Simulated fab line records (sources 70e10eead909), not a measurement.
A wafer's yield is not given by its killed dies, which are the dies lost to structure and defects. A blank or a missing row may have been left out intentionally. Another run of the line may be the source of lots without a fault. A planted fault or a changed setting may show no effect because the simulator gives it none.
A struck lot beside a sound one || flow nand harc || 15 out of 1159 route steps
Sound: wafers L806.1, L806.5, L806.6. Wafers L802.1, L802.2, L802.4 were the ones struck. Last of all comes the cause.
At each step with rows: each side's tool, then ch and its chambers, then its first start. Under that, the readings that differ: sound wafers || struck wafers || difference of the means || sigmas: that difference in standard deviations of wafers without a fault.
alike: same words and numbers on both sides, and readings whose means sit less than 2 such deviations apart. not compared: any withheld reading, any reading some wafer has no value for, any bound like >300 that may hide the same value, and any number with overlapping values for which the record gives no deviation.
Wherever a step has rows on one side only, a row that says differs or no value, or a row with sigmas, the two part there. Numbers that have no deviation but don't overlap get no sigmas and don't part them. Lack of a reading on every wafer of one side parts them only where that side has two or more wafers.

first, 1 step without rows for these wafers: NHARC_A_ONON_D1_DEP_03 (target thk 1000 nm).
NHARC_A_ONON_D1_THK_MEAS_05: measures by ellipsometry.
  struck on film metro-02, day 11 03:42; sound on film metro-01, day 11 20:39
  alike: thk nm
then, 1 step without rows for these wafers: NHARC_A_ONON_D1_DEP_06 (target thk 1000 nm).
NHARC_A_ONON_D1_THK_MEAS_08: measures by ellipsometry.
  struck on film metro-02, day 11 04:17; sound on film metro-02, day 11 21:13
  alike: thk nm
then, 1 step without rows for these wafers: NHARC_A_ONON_D1_DEP_09 (target thk 1000 nm).
NHARC_A_ONON_D1_THK_MEAS_11: measures by ellipsometry.
  struck on film metro-02, day 11 04:51; sound on film metro-01, day 11 21:47
  alike: thk nm
then, 1 step without rows for these wafers: NHARC_A_ONON_D1_DEP_12 (target thk 1000 nm).
NHARC_A_ONON_D1_THK_MEAS_14: measures by ellipsometry.
  struck on film metro-02, day 11 05:32; sound on film metro-02, day 11 22:21
{"reading": "thk nm (nm)", "sound": "982 983 983", "struck": "1011 1012 1013", "difference": "+29", "sigmas": "+2"}
then, 2 steps without rows for these wafers: NHARC_A_ONON_D1_ANNEAL_15 (time 3600 s); NHARC_A_ONON_D1_DEP_16 (target thk 1000 nm).
NHARC_A_ONON_D1_THK_MEAS_18: measures by ellipsometry.
  struck on film metro-01, day 11 12:38; sound on film metro-02, day 12 08:08
  alike: thk nm
NHARC_A_ONON_D1_DEP_19: target thk 1000 nm.
  sound on pecvd onon-01 ch 0, day 12 08:11; struck on pecvd onon-03 ch 0, day 11 12:41
  alike: nh3 flow sccm
NHARC_A_ONON_D1_THK_MEAS_21: measures by ellipsometry.
  struck on film metro-01, day 11 13:12; sound on film metro-01, day 12 08:42
{"reading": "thk nm (nm)", "sound": "997 996 996", "struck": "761 762 761", "difference": -235, "sigmas": -21}
then, 1 step without rows for these wafers: NHARC_A_ONON_D1_DEP_22 (target thk 1000 nm).
-- record jumps: 11 days between struck wafers' starts before vs after; left off in module A_ONON_D1, resumes in module END, first step shown is number 1159 of the route --
NHARC_END_SORT_01:
  the record has rows for the struck wafers here (prober-01 ch 0, day 22 13:23) and none for the sound ones

## WHERE THEY PART
First at NHARC_A_ONON_D1_THK_MEAS_14; last, within this record, at NHARC_END_SORT_01.

WHY: whatever the simulator had introduced
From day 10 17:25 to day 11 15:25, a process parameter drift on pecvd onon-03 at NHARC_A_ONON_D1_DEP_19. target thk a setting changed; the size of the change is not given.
